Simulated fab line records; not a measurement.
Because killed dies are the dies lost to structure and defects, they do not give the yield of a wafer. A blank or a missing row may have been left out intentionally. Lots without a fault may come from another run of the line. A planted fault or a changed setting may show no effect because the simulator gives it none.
Which tool was responsible?	flow n5 finfet	23 lots with 69 wafers sampled at 6 steps, on a route of 1938 steps

## WHAT THE GAUGES SHOWED, per wafer
Not one reading of a measure or inspect step in the record can be checked against a usual standard deviation.

## EACH LOT AND THE TOOL THAT RAN IT (in order: tool; ch and the chambers of the sampled wafers; start)
lot	N5_BEOL_M7_PECVD_70	N5_BEOL_M7_ETCH_65	N5_BEOL_M7_STRIP_80	N5_BEOL_M7_DEGAS_44	N5_BEOL_M7_SPUTTER_48	N5_BEOL_M7_ANNEAL_51
L074	pecvd-02 ch 0,1,2, day 8 16:23	rie diel-06 ch 0,1,3, day 8 20:31	rie diel-06 ch 0,1,3, day 8 21:41 or earlier	pvd sputter-03, day 8 21:41	pvd sputter-02, day 8 22:21	rtp anneal-01 ch 0, day 8 23:17
L075	pecvd-01 ch 0,1,2, day 9 00:26	rie diel-06 ch 0,1, day 9 05:41	rie diel-06 ch 0,1, day 9 06:43 or earlier	pvd sputter-01, day 9 06:43	pvd sputter-01, day 9 07:18	rtp anneal-01 ch 0, day 9 07:44
L080	pecvd-04 ch 0,1, day 10 14:11	rie diel-01 ch 0,2, day 10 18:47	rie diel-01 ch 0,2, day 10 19:43 or earlier	pvd sputter-01, day 10 19:43	pvd sputter-02, day 10 20:41	rtp anneal-02 ch 0, day 10 22:14
L077	pecvd-02 ch 0,2, day 10 14:44	rie diel-06 ch 1,3, day 10 20:16	rie diel-06 ch 1,3, day 10 21:10 or earlier	pvd sputter-02, day 10 21:10	pvd sputter-02, day 10 22:05	rtp anneal-01 ch 0, day 10 23:07
L078	pecvd-01 ch 0,1, day 10 14:46	rie diel-05 ch 0,1,3, day 10 20:35	rie diel-05 ch 0,1,3, day 10 21:56 or earlier	pvd sputter-02, day 10 21:56	pvd sputter-02, day 10 22:41	rtp anneal-02 ch 0, day 10 22:59
L079	pecvd-02 ch 0,2, day 10 16:29	rie diel-01 ch 0,2,3, day 10 20:59	rie diel-01 ch 0,2,3, day 10 22:01 or earlier	pvd sputter-02, day 10 22:01	pvd sputter-01, day 10 23:13	rtp anneal-02 ch 0, day 10 23:31
L082	pecvd-01 ch 1,2, day 10 16:41	rie diel-05 ch 1,3, day 10 21:02	rie diel-05 ch 1,3, day 10 22:02 or earlier	pvd sputter-03, day 10 22:02	pvd sputter-01, day 10 23:18	rtp anneal-01 ch 0, day 10 23:36
L083	pecvd-01 ch 0,1,2, day 10 22:01	rie diel-06 ch 1,2, day 11 00:11	rie diel-06 ch 1,2, day 11 01:59 or earlier	pvd sputter-03, day 11 01:59	pvd sputter-01, day 11 02:46	rtp anneal-02 ch 0, day 11 03:14
L081	pecvd-04 ch 1,2, day 11 03:52	rie diel-06 ch 1,2,3, day 11 07:05	rie diel-06 ch 1,2,3, day 11 08:26 or earlier	pvd sputter-02, day 11 08:26	pvd sputter-02, day 11 09:13	rtp anneal-01 ch 0, day 11 09:29
L084	pecvd-01 ch 0,1,2, day 11 18:52	rie diel-01 ch 0,2,3, day 12 01:02	rie diel-01 ch 0,2,3, day 12 02:14 or earlier	pvd sputter-03, day 12 02:14	pvd sputter-02, day 12 04:37	rtp anneal-02 ch 0, day 12 04:49
L085	pecvd-02 ch 1,2, day 12 00:58	rie diel-06 ch 1,2,3, day 12 06:26	rie diel-06 ch 1,2,3, day 12 07:38 or earlier	pvd sputter-01, day 12 07:38	pvd sputter-01, day 12 08:50	rtp anneal-02 ch 0, day 12 09:43
L086	pecvd-01 ch 1,2, day 12 10:36	rie diel-05 ch 2,3, day 12 15:19	rie diel-05 ch 2,3, day 12 16:13 or earlier	pvd sputter-03, day 12 16:13	pvd sputter-03, day 12 16:48	rtp anneal-02 ch 0, day 12 17:01
L088	pecvd-04 ch 0,1,2, day 12 15:16	rie diel-06 ch 1,2,3, day 12 18:31	rie diel-06 ch 1,2,3, day 12 20:36 or earlier	pvd sputter-03, day 12 20:36	pvd sputter-01, day 12 21:26	rtp anneal-01 ch 0, day 12 21:38
L087	pecvd-04 ch 0,1,2, day 12 19:51	rie diel-05 ch 0,3, day 13 01:34	rie diel-05 ch 0,3, day 13 02:46 or earlier	pvd sputter-02, day 13 02:46	pvd sputter-02, day 13 03:47	rtp anneal-01 ch 0, day 13 04:05
L089	pecvd-01 ch 0,1, day 13 11:30	rie diel-01 ch 1,2,3, day 13 13:31	rie diel-01 ch 1,2,3, day 13 14:29 or earlier	pvd sputter-02, day 13 14:29	pvd sputter-01, day 13 16:04	rtp anneal-02 ch 0, day 13 16:28
L090	pecvd-02 ch 0,2, day 13 14:17	rie diel-05 ch 2,3, day 13 17:13	rie diel-05 ch 2,3, day 13 18:24 or earlier	pvd sputter-03, day 13 18:24	pvd sputter-03, day 13 19:20	rtp anneal-02 ch 0, day 13 19:42
L091	pecvd-01 ch 0,1,2, day 13 15:08	rie diel-05 ch 0,2,3, day 13 21:13	rie diel-05 ch 0,2,3, day 13 22:11 or earlier	pvd sputter-01, day 13 22:11	pvd sputter-01, day 13 23:20	rtp anneal-02 ch 0, day 13 23:59
L092	pecvd-02 ch 0,1,2, day 13 16:14	rie diel-01 ch 1,2,3, day 13 21:16	rie diel-01 ch 1,2,3, day 13 22:12 or earlier	pvd sputter-03, day 13 22:12	pvd sputter-01, day 13 23:25	rtp anneal-01 ch 0, day 14 00:22
L093	pecvd-04 ch 0, day 13 20:48	rie diel-06 ch 0,2,3, day 14 01:37	rie diel-06 ch 0,2,3, day 14 02:31 or earlier	pvd sputter-02, day 14 02:31	pvd sputter-01, day 14 04:48	rtp anneal-01 ch 0, day 14 05:05
L094	pecvd-01 ch 1,2, day 14 09:43	rie diel-01 ch 2,3, day 14 14:49	rie diel-01 ch 2,3, day 14 15:57 or earlier	pvd sputter-02, day 14 15:57	pvd sputter-03, day 14 16:38	rtp anneal-02 ch 0, day 14 17:13
L095	pecvd-01 ch 0,1,2, day 14 17:40	rie diel-01 ch 0,1,3, day 14 20:22	rie diel-01 ch 0,1,3, day 14 21:19 or earlier	pvd sputter-02, day 14 21:19	pvd sputter-02, day 14 21:55	rtp anneal-01 ch 0, day 14 22:11
L096	pecvd-01 ch 0,2, day 14 23:37	rie diel-01 ch 0,1, day 15 05:09	rie diel-01 ch 0,1, day 15 06:12 or earlier	pvd sputter-01, day 15 06:12	pvd sputter-02, day 15 06:59	rtp anneal-02 ch 0, day 15 07:16
L097	pecvd-01 ch 0,1, day 15 00:26	rie diel-01 ch 1,2, day 15 05:40	rie diel-01 ch 1,2, day 15 06:36 or earlier	pvd sputter-03, day 15 06:36	pvd sputter-02, day 15 08:59	rtp anneal-02 ch 0, day 15 09:16
- N5_BEOL_M7_PECVD_70: deposits SiO2 from TEOS/O2, target thk 20 nm, time 22.7 s.
- N5_BEOL_M7_ETCH_65: etches SiARC in CF4, target depth 15.6 nm, time 26 s.
- N5_BEOL_M7_STRIP_80: strips in N2/H2, time 10 s.
- N5_BEOL_M7_DEGAS_44: time 60 s.
- N5_BEOL_M7_SPUTTER_48: material Cu, target thk 10 nm, time 1.667 s.
- N5_BEOL_M7_ANNEAL_51: time 90 s.

## WHAT THE TOOLS THEMSELVES READ (means of the sampled wafers that have a number; where no wafer has one, the mark that the record gives instead)
N5_BEOL_M7_PECVD_70. Usual: heater power outer w 479 W, standard deviation 77; heater power w 764 W, standard deviation 84; showerhead plenum p Torr 8.82 Torr, standard deviation 0.055; susceptor temp C 400.01 C, standard deviation 0.23; throttle valve pct 21.4 %, standard deviation 0.7.
lot	tool	heater power outer w (W)	heater power w (W)	showerhead plenum p Torr (Torr)	susceptor temp C (C)	throttle valve pct (%)	flag
L074	pecvd-02	459	753	8.79	400.14	21.5	
L075	pecvd-01	519	810	8.85	400.19	21.2	
L080	pecvd-04	513	791	8.77	399.97	21.6	
L077	pecvd-02	375	685	8.78	400.02	21.8	
L078	pecvd-01	542	812	8.86	400.23	21.8	
L079	pecvd-02	463	768	8.79	399.71	21.7	
L082	pecvd-01	495	756	8.85	399.94	21.4	
L083	pecvd-01	505	783	8.87	400.00	21.3	
L081	pecvd-04	466	748	8.77	399.78	20.9	
L084	pecvd-01	500	772	8.86	399.86	21.3	
L085	pecvd-02	504	780	8.80	399.76	21.4	
L086	pecvd-01	541	827	8.86	399.96	21.4	
L088	pecvd-04	502	796	8.77	400.13	21.2	
L087	pecvd-04	493	772	8.76	399.87	21.1	
L089	pecvd-01	498	767	8.86	400.04	22.0	
L090	pecvd-02	421	734	8.78	400.16	21.8	
L091	pecvd-01	483	772	8.87	400.09	21.5	
L092	pecvd-02	427	718	8.79	400.28	21.7	
L093	pecvd-04	542	843	8.76	400.10	21.4	
L094	pecvd-01	446	733	8.88	399.88	21.0	
L095	pecvd-01	477	749	8.86	400.16	21.5	
L096	pecvd-01	485	810	8.88	399.89	21.4	
L097	pecvd-01	550	823	8.84	400.18	22.2	

N5_BEOL_M7_ETCH_65. Usual: drypump motor current A 5.9 A, standard deviation 0.39; etch rf on time s 26.2 s, standard deviation 0.57; oes product au 0.64 a.u., standard deviation 0.058; rf vpp V 184.1 V, standard deviation 1.1; showerhead plenum p Torr 2.15 Torr, standard deviation 0.074; throttle valve pct 15.64 %, standard deviation 0.2.
lot	tool	drypump motor current A (A)	etch rf on time s (s)	oes product au (a.u.)	rf vpp V (V)	showerhead plenum p Torr (Torr)	throttle valve pct (%)	flag
L074	rie diel-06	5.7	26.5	0.67	183.6	2.13	15.80	
L075	rie diel-06	5.3	26.8	0.62	182.5	2.08	15.99	
L080	rie diel-01	6.0	26.1	0.64	183.9	2.12	15.59	
L077	rie diel-06	6.1	26.1	0.68	184.9	2.17	15.64	
L078	rie diel-05	5.8	26.6	0.60	183.5	2.11	15.74	
L079	rie diel-01	5.9	26.2	0.63	184.5	2.17	15.63	
L082	rie diel-05	5.9	26.5	0.60	183.7	2.16	15.75	
L083	rie diel-06	6.0	26.3	0.66	184.2	2.16	15.60	
L081	rie diel-06	6.1	26.1	0.65	184.0	2.16	15.64	
L084	rie diel-01	5.8	26.0	0.63	184.7	2.17	15.64	
L085	rie diel-06	6.2	26.4	0.65	184.2	2.16	15.63	
L086	rie diel-05	5.7	26.1	0.73	185.0	2.19	15.54	
L088	rie diel-06	6.2	26.6	0.64	183.8	2.16	15.64	
L087	rie diel-05	5.7	26.5	0.60	184.2	2.16	15.90	
L089	rie diel-01	6.1	26.0	0.62	184.4	2.15	15.51	
L090	rie diel-05	5.7	26.4	0.65	184.3	2.20	15.73	
L091	rie diel-05	5.7	26.3	0.66	184.4	2.14	15.74	
L092	rie diel-01	6.1	26.0	0.61	184.7	2.15	15.51	
L093	rie diel-06	5.8	26.2	0.67	184.5	2.19	15.71	
L094	rie diel-01	6.2	26.3	0.59	183.8	2.09	15.61	
L095	rie diel-01	5.8	25.8	0.63	184.9	2.21	15.58	
L096	rie diel-01	5.8	25.5	0.66	185.0	2.23	15.63	
L097	rie diel-01	6.3	26.0	0.61	183.8	2.09	15.51	

N5_BEOL_M7_STRIP_80. Usual: drypump motor current A 5.9 A, standard deviation 0.39; oes product au 0.75 a.u., standard deviation 0.069; rf vpp V 59.1 V, standard deviation 0.83; showerhead plenum p Torr 2.55 Torr, standard deviation 0.093; throttle valve pct 23.6 %, standard deviation 0.32.
lot	tool	drypump motor current A (A)	oes product au (a.u.)	rf vpp V (V)	showerhead plenum p Torr (Torr)	throttle valve pct (%)	flag
L074	rie diel-06	5.7	0.79	58.9	2.51	23.9	
L075	rie diel-06	5.2	0.75	58.6	2.44	23.9	
L080	rie diel-01	6.1	0.74	59.5	2.51	23.5	
L077	rie diel-06	6.1	0.80	58.9	2.58	23.9	
L078	rie diel-05	5.8	0.71	58.5	2.49	23.7	
L079	rie diel-01	5.9	0.75	58.8	2.57	23.6	
L082	rie diel-05	5.9	0.70	58.8	2.55	23.6	
L083	rie diel-06	6.0	0.78	59.5	2.55	23.6	
L081	rie diel-06	6.2	0.76	59.4	2.55	23.7	
L084	rie diel-01	5.9	0.74	59.0	2.57	23.6	
L085	rie diel-06	6.2	0.76	59.6	2.55	23.7	
L086	rie diel-05	5.7	0.87	59.7	2.60	23.6	
L088	rie diel-06	6.2	0.75	58.4	2.55	23.7	
L087	rie diel-05	5.7	0.70	59.2	2.55	23.9	
L089	rie diel-01	6.1	0.72	58.3	2.55	23.4	
L090	rie diel-05	5.7	0.77	59.6	2.61	23.8	
L091	rie diel-05	5.7	0.78	60.1	2.54	23.8	
L092	rie diel-01	6.1	0.72	59.5	2.55	23.4	
L093	rie diel-06	5.8	0.79	59.2	2.58	23.7	
L094	rie diel-01	6.2	0.70	59.6	2.48	23.5	
L095	rie diel-01	5.8	0.74	59.7	2.63	23.5	
L096	rie diel-01	5.8	0.76	59.4	2.65	23.5	
L097	rie diel-01	6.4	0.71	59.4	2.48	23.3	

N5_BEOL_M7_DEGAS_44. Usual: heater power w 331 W, standard deviation 23; susceptor temp C 250.00 C, standard deviation 0.17.
lot	tool	heater power w (W)	susceptor temp C (C)	flag
L074	pvd sputter-03	323	249.91	
L075	pvd sputter-01	330	250.02	
L080	pvd sputter-01	332	250.18	
L077	pvd sputter-02	327	250.04	
L078	pvd sputter-02	339	250.07	
L079	pvd sputter-02	319	249.97	
L082	pvd sputter-03	317	250.01	
L083	pvd sputter-03	337	250.06	
L081	pvd sputter-02	342	250.07	
L084	pvd sputter-03	338	249.93	
L085	pvd sputter-01	332	250.18	
L086	pvd sputter-03	345	250.02	
L088	pvd sputter-03	338	250.01	
L087	pvd sputter-02	331	249.96	
L089	pvd sputter-02	337	249.98	
L090	pvd sputter-03	329	250.17	
L091	pvd sputter-01	332	249.91	
L092	pvd sputter-03	339	250.00	
L093	pvd sputter-02	339	249.83	
L094	pvd sputter-02	340	249.92	
L095	pvd sputter-02	339	250.06	
L096	pvd sputter-01	339	249.96	
L097	pvd sputter-03	344	249.95	

N5_BEOL_M7_SPUTTER_48. Usual: cathode dc power W 26000 W, standard deviation 4.6; chamber pressure pa 0.12998 Pa, standard deviation 0.00026; susceptor temp C -19.99 C, standard deviation 0.1; throttle valve pct 30.1 %, standard deviation 1.2.
lot	tool	cathode dc power W (W)	chamber pressure pa (Pa)	susceptor temp C (C)	throttle valve pct (%)	flag
L074	pvd sputter-02	26005	0.12983	-19.95	29.6	
L075	pvd sputter-01	25999	0.12951	-19.93	29.9	
L080	pvd sputter-02	26001	0.12967	-20.06	30.9	
L077	pvd sputter-02	25999	0.13042	-20.10	29.5	
L078	pvd sputter-02	26002	0.12997	-19.99	30.4	
L079	pvd sputter-01	25998	0.12998	-19.93	30.0	
L082	pvd sputter-01	25998	0.12992	-19.98	30.1	
L083	pvd sputter-01	26000	0.13002	-19.90	29.5	
L081	pvd sputter-02	26002	0.12989	-19.92	30.6	
L084	pvd sputter-02	25999	0.13010	-20.00	30.6	
L085	pvd sputter-01	25998	0.12971	-20.05	30.0	
L086	pvd sputter-03	25997	0.12999	-20.05	29.6	
L088	pvd sputter-01	26007	0.13004	-20.00	30.7	
L087	pvd sputter-02	25999	0.12999	-20.03	30.1	
L089	pvd sputter-01	26005	0.13004	-20.04	31.1	
L090	pvd sputter-03	25999	0.13013	-19.89	29.7	
L091	pvd sputter-01	26000	0.12995	-19.99	31.1	
L092	pvd sputter-01	26000	0.13004	-20.02	29.4	
L093	pvd sputter-01	26002	0.13017	-19.94	28.9	
L094	pvd sputter-03	25997	0.13024	-19.94	29.2	
L095	pvd sputter-02	25999	0.12980	-20.03	29.6	
L096	pvd sputter-02	26000	0.13003	-19.98	30.5	
L097	pvd sputter-02	25998	0.13031	-20.11	30.6	

N5_BEOL_M7_ANNEAL_51. Usual: wafer_temp_C_max 226.2, standard deviation 0.4.
lot	tool	wafer_temp_C_max	flag
L074	rtp anneal-01	225.8	
L075	rtp anneal-01	225.9	
L080	rtp anneal-02	226.4	
L077	rtp anneal-01	226.2	
L078	rtp anneal-02	226.4	
L079	rtp anneal-02	226.7	
L082	rtp anneal-01	225.8	
L083	rtp anneal-02	226.4	
L081	rtp anneal-01	226.3	
L084	rtp anneal-02	226.2	
L085	rtp anneal-02	226.6	
L086	rtp anneal-02	226.3	
L088	rtp anneal-01	226.2	
L087	rtp anneal-01	225.7	
L089	rtp anneal-02	226.4	
L090	rtp anneal-02	226.2	
L091	rtp anneal-02	226.5	
L092	rtp anneal-01	225.7	
L093	rtp anneal-01	225.8	
L094	rtp anneal-02	226.5	
L095	rtp anneal-01	225.7	
L096	rtp anneal-02	226.4	
L097	rtp anneal-02	226.8	

## THE ANSWER, worked out from the rows above alone
Rule: lot off if the mean of its wafers having a number is beyond 3 standard deviations from the usual mean. Also off: a lot with no number at a reading for which 4 or more lots have one. Where the step has rows for the other lots, those lots are counted as sound. Order of review: gauges by route order, followed by the tools' own readings, for which a lot's mean as printed above is used. The first step at which some lot is off is used, and at that step the reading that is off furthest; a lot without a number counts as furthest.
Across all readings shown, no lot is off: no conclusion can be drawn from this.

## WHAT HAD BEEN PUT IN BY THE SIMULATOR
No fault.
